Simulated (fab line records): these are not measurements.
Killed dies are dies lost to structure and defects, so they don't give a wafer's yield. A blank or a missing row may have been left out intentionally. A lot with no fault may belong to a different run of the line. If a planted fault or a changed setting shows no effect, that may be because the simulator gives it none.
Chamber matching | flow n5 finfet | N5_FIN_SAQP_ETCH_34 on rie diel-01 has 4 sister chambers
The step etches SiO2 in C4F6/O2, target depth 45 nm, time 15 s. 4 wafers are shown with their chamber, then 8 later ones without.

## WAFERS, EACH WITH ITS CHAMBER
wafer  | chamber | showerhead plenum p Torr (Torr)
L085.2 | 0       | 2.90
L086.1 | 2       | 2.88
L086.5 | 3       | 2.84
L087.2 | 1       | 2.91

## WAFERS WHOSE CHAMBER IS MISSING
wafer  | showerhead plenum p Torr (Torr)
L087.3 | 2.84
L087.6 | 2.91
L092.3 | 2.87
L092.5 | 2.90
L092.6 | 2.84
L097.3 | 2.90
L097.4 | 2.83
L097.5 | 2.83

## WHICH CHAMBER EACH WENT THROUGH
wafer  | from the rows above     | in truth
L087.3 | 3                       | 3
L087.6 | can't be placed: 1 or 0 | 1
L092.3 | 2                       | 2
L092.5 | can't be placed: 0 or 1 | 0
L092.6 | 3                       | 3
L097.3 | can't be placed: 0 or 1 | 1
L097.4 | 3                       | 3
L097.5 | 3                       | 3
Correctly placed: 5 of 8. From these rows, 3 cannot be placed; in 3 the true chamber is one of the candidates. Wrongly placed: 0.
How it was worked out, from the rows above alone: a wafer's distance from a chamber is the root of the sum, over the readings, of the square of ((its reading less the chamber's mean) divided by the reading's scatter). The wafer belongs to the nearest chamber; if the next one is less than 2 further off, it can't be placed. For every chamber, the mean is computed from those of its wafers that are shown. The scatter (one wafer shown for each chamber): square how far every hidden wafer sits from the nearest shown wafer, average those squares and take the square root.
